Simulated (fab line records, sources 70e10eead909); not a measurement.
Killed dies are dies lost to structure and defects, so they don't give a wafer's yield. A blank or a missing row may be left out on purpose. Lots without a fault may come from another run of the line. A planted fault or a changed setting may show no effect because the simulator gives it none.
Which tool did it? | flow nand_harc | 12 lots, 36 wafers sampled, at 5 steps of a route of 1302

WHAT THE GAUGES READ, wafer by wafer
NHARC_END_SORT_01. Usual: killed_at_array 63, standard deviation 27; killed_at_other 0.7, standard deviation 1.2; killed_at_periphery 3.1, standard deviation 2; killed_dies 67, standard deviation 28; killed_open 3.0, standard deviation 1.9; killed_short 2.2, standard deviation 1.5.
lot  | measured     | on        | killed_at_array | killed_at_other | killed_at_periphery | killed_dies | killed_open | killed_short | flag
L461 | day 26 23:11 | prober-01 | 100 117 118     | 0 0 3           | 6 1 3               | 106 118 124 | 6 5 6       | 4 0 6        |
L471 | day 32 08:10 | prober-02 | 46 49 50        | 0 0 0           | 4 4 5               | 50 53 55    | 6 1 2       | 1 4 5        |

WHICH TOOL RAN EACH LOT (tool, then ch and the chambers of the sampled wafers, then the start)
lot  | NHARC_P_GATE_DESCUM_61             | NHARC_P_GATE_RTA_82              | NHARC_P_CONTACT_DEP_30          | NHARC_P_CONTACT_SOFTBAKE_07
L454 | rie_diel-10 ch 1,3, day 5 14:46    | rtp_anneal-02 ch 0, day 5 19:02  | pecvd-03 ch 0,2, day 5 19:21    | litho_track-01 ch 0, day 5 20:00
L455 | rie_diel-10 ch 0,1, day 6 05:43    | rtp_anneal-01 ch 0, day 6 10:11  | pecvd-03 ch 0,1,2, day 6 10:26  | litho_track-04 ch 0, day 6 11:00
L457 | rie_diel-09 ch 0,2,3, day 6 22:35  | rtp_anneal-01 ch 0, day 7 02:59  | pecvd-02 ch 0,1, day 7 03:32    | litho_track-01 ch 0, day 7 04:00
L459 | rie_diel-09 ch 0,2,3, day 7 14:46  | rtp_anneal-01 ch 0, day 7 19:17  | pecvd-01 ch 0,1,2, day 7 19:32  | litho_track-04 ch 0, day 7 20:00
L460 | rie_diel-09 ch 0,2, day 8 02:19    | rtp_anneal-01 ch 0, day 8 07:05  | pecvd-01 ch 0,1,2, day 8 07:22  | litho_track-04 ch 0, day 8 08:00
L461 | rie_diel-10 ch 0,2,3, day 8 11:02  | rtp_anneal-01 ch 0, day 8 15:19  | pecvd-01 ch 0,1,2, day 8 15:35  | litho_track-01 ch 0, day 8 16:00
L463 | rie_diel-09 ch 0,1, day 9 04:05    | rtp_anneal-01 ch 0, day 9 08:39  | pecvd-02 ch 0,1, day 9 08:57    | litho_track-04 ch 0, day 9 10:00
L471 | rie_diel-09 ch 1,2,3, day 12 19:21 | rtp_anneal-02 ch 0, day 12 23:49 | pecvd-02 ch 1,2, day 13 00:22   | litho_track-01 ch 0, day 13 01:00
L473 | rie_diel-10 ch 1,2, day 13 09:29   | rtp_anneal-01 ch 0, day 13 13:55 | pecvd-01 ch 0,1,2, day 13 14:09 | litho_track-01 ch 0, day 13 15:00
L475 | rie_diel-10 ch 0,1,2, day 14 15:53 | rtp_anneal-01 ch 0, day 14 20:40 | pecvd-01 ch 1,2, day 14 21:00   | litho_track-04 ch 0, day 14 22:00
L476 | rie_diel-10 ch 0,2,3, day 14 19:27 | rtp_anneal-01 ch 0, day 15 00:04 | pecvd-02 ch 1,2, day 15 00:22   | litho_track-06 ch 0, day 15 01:00
L477 | rie_diel-10 ch 1,2,3, day 15 02:12 | rtp_anneal-01 ch 0, day 15 06:42 | pecvd-02 ch 0,1,2, day 15 06:56 | litho_track-06 ch 0, day 15 08:00
- NHARC_P_GATE_DESCUM_61: chemistry O2, time 3 s.
- NHARC_P_GATE_RTA_82: time 30 s.
- NHARC_P_CONTACT_DEP_30: deposits SiNx, target thk 30 nm.
- NHARC_P_CONTACT_SOFTBAKE_07: time 55 s.

WHAT THE TOOLS THEMSELVES READ (means of the sampled wafers that have a number; where no wafer has one, the mark that the record gives instead)
NHARC_P_GATE_DESCUM_61. Usual: drypump_motor_current_A 5.7 A, standard deviation 0.52; oes_product_au 1.000 a.u., standard deviation 0.013; rf_vpp_V 57.9 V, standard deviation 0.88; showerhead_plenum_p_Torr 1.94 Torr, standard deviation 0.1; throttle_valve_pct 11.310 %, standard deviation 0.0095.
lot  | tool        | drypump_motor_current_A (A) | oes_product_au (a.u.) | rf_vpp_V (V) | showerhead_plenum_p_Torr (Torr) | throttle_valve_pct (%) | flag
L454 | rie_diel-10 | 5.7                         | 0.999                 | 58.0         | 1.82                            | 11.309                 |
L455 | rie_diel-10 | 5.6                         | 0.998                 | 58.3         | 1.94                            | 11.314                 |
L457 | rie_diel-09 | 5.9                         | 1.002                 | 58.0         | 1.97                            | 11.306                 |
L459 | rie_diel-09 | 6.0                         | 0.999                 | 58.8         | 1.97                            | 11.308                 |
L460 | rie_diel-09 | 6.4                         | 0.996                 | 57.9         | 1.92                            | 11.303                 |
L461 | rie_diel-10 | 5.4                         | 1.005                 | 57.8         | 1.92                            | 11.301                 |
L463 | rie_diel-09 | 5.4                         | 1.008                 | 58.1         | 2.05                            | 11.302                 |
L471 | rie_diel-09 | 5.7                         | 0.978                 | 58.1         | 1.98                            | 11.319                 |
L473 | rie_diel-10 | 5.4                         | 1.014                 | 57.6         | 1.79                            | 11.312                 |
L475 | rie_diel-10 | 5.4                         | 1.007                 | 56.8         | 1.87                            | 11.315                 |
L476 | rie_diel-10 | 5.4                         | 1.002                 | 58.2         | 1.91                            | 11.309                 |
L477 | rie_diel-10 | 5.5                         | 1.006                 | 57.5         | 1.83                            | 11.311                 |

NHARC_P_GATE_RTA_82. Usual: lamp_power_pct 4.18 %, standard deviation 0.13; lamp_zone_3_pct 4.18 %, standard deviation 0.14; wafer_temp_C_max 452.3, standard deviation 0.5.
lot  | tool          | lamp_power_pct (%) | lamp_zone_3_pct (%) | wafer_temp_C_max | flag
L454 | rtp_anneal-02 | 4.42               | 4.41                | 452.7            |
L455 | rtp_anneal-01 | 4.10               | 4.11                | 451.7            |
L457 | rtp_anneal-01 | 4.10               | 4.11                | 452.5            |
L459 | rtp_anneal-01 | 4.11               | 4.10                | 451.9            |
L460 | rtp_anneal-01 | 4.10               | 4.10                | 452.1            |
L461 | rtp_anneal-01 | 4.11               | 4.10                | 451.9            |
L463 | rtp_anneal-01 | 4.10               | 4.10                | 452.2            |
L471 | rtp_anneal-02 | 4.41               | 4.42                | 452.9            |
L473 | rtp_anneal-01 | 4.10               | 4.10                | 452.3            |
L475 | rtp_anneal-01 | 4.10               | 4.11                | 451.9            |
L476 | rtp_anneal-01 | 4.11               | 4.10                | 452.1            |
L477 | rtp_anneal-01 | 4.10               | 4.11                | 452.0            |

NHARC_P_CONTACT_DEP_30. Usual: heater_power_w 692 W, standard deviation 95; susceptor_temp_C 399.97 C, standard deviation 0.2.
lot  | tool     | heater_power_w (W) | susceptor_temp_C (C) | flag
L454 | pecvd-03 | 606                | 399.78               |
L455 | pecvd-03 | 663                | 399.81               |
L457 | pecvd-02 | 790                | 399.97               |
L459 | pecvd-01 | 753                | 399.94               |
L460 | pecvd-01 | 731                | 399.90               |
L461 | pecvd-01 | 700                | 400.01               |
L463 | pecvd-02 | 780                | 399.88               |
L471 | pecvd-02 | 668                | 399.82               |
L473 | pecvd-01 | 727                | 400.06               |
L475 | pecvd-01 | 733                | 399.70               |
L476 | pecvd-02 | 632                | 400.04               |
L477 | pecvd-02 | 719                | 399.98               |

NHARC_P_CONTACT_SOFTBAKE_07. Usual: heater_power_total_W 188.45 W, standard deviation 0.14; resist_line_temp_C 23.01 C, standard deviation 0.11.
lot  | tool           | heater_power_total_W (W) | resist_line_temp_C (C) | flag
L454 | litho_track-01 | 188.49                   | 23.07                  |
L455 | litho_track-04 | 188.50                   | 22.98                  |
L457 | litho_track-01 | 188.48                   | 22.86                  |
L459 | litho_track-04 | 188.50                   | 23.06                  |
L460 | litho_track-04 | 188.40                   | 22.87                  |
L461 | litho_track-01 | 188.45                   | 22.96                  |
L463 | litho_track-04 | 188.44                   | 22.97                  |
L471 | litho_track-01 | 323.20                   | 22.99                  | OFF
L473 | litho_track-01 | 323.30                   | 23.09                  | OFF
L475 | litho_track-04 | 188.40                   | 22.95                  |
L476 | litho_track-06 | 188.46                   | 22.95                  |
L477 | litho_track-06 | 188.39                   | 23.07                  |

THE ANSWER, worked out from the rows above alone
Rule: a lot is off if the mean of its wafers that have a number lies more than 3 standard deviations from the usual mean. A lot without any number at a reading at which 4 lots or more have one is off too. The other lots that the step has rows for count as sound. The gauges are gone through in route order, then the tools' own readings, and for those a lot's mean is taken as printed above. The first step at which some lot is off is used, and at that step the reading that is off furthest; a lot without a number counts as furthest.
Off: L471, L473, at NHARC_P_CONTACT_SOFTBAKE_07 (heater_power_total_W).
A tool fits if, at that step or a process step before it, it ran every lot that is off, and no sound lot after the first of them. One fits: litho_track-01 at NHARC_P_CONTACT_SOFTBAKE_07. Its last sound lot is L461 (day 8 16:00), its first lot that is off L471 (day 13 01:00): a fault that began between those two fits.
The tool's own readings at NHARC_P_CONTACT_SOFTBAKE_07 bear it out: on the lots that are off they differ by more than 5 times the standard deviation of the sound lots' means. heater_power_total_W reads 323.25 W there against 188.45 W on the sound lots.

WHAT THE SIMULATOR HAD PUT IN
Process parameter drift: litho_track-01, from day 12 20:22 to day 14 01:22, at NHARC_P_CONTACT_SOFTBAKE_07. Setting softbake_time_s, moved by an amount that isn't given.
Lots struck among those shown: L471, L473. The rule above found the same.
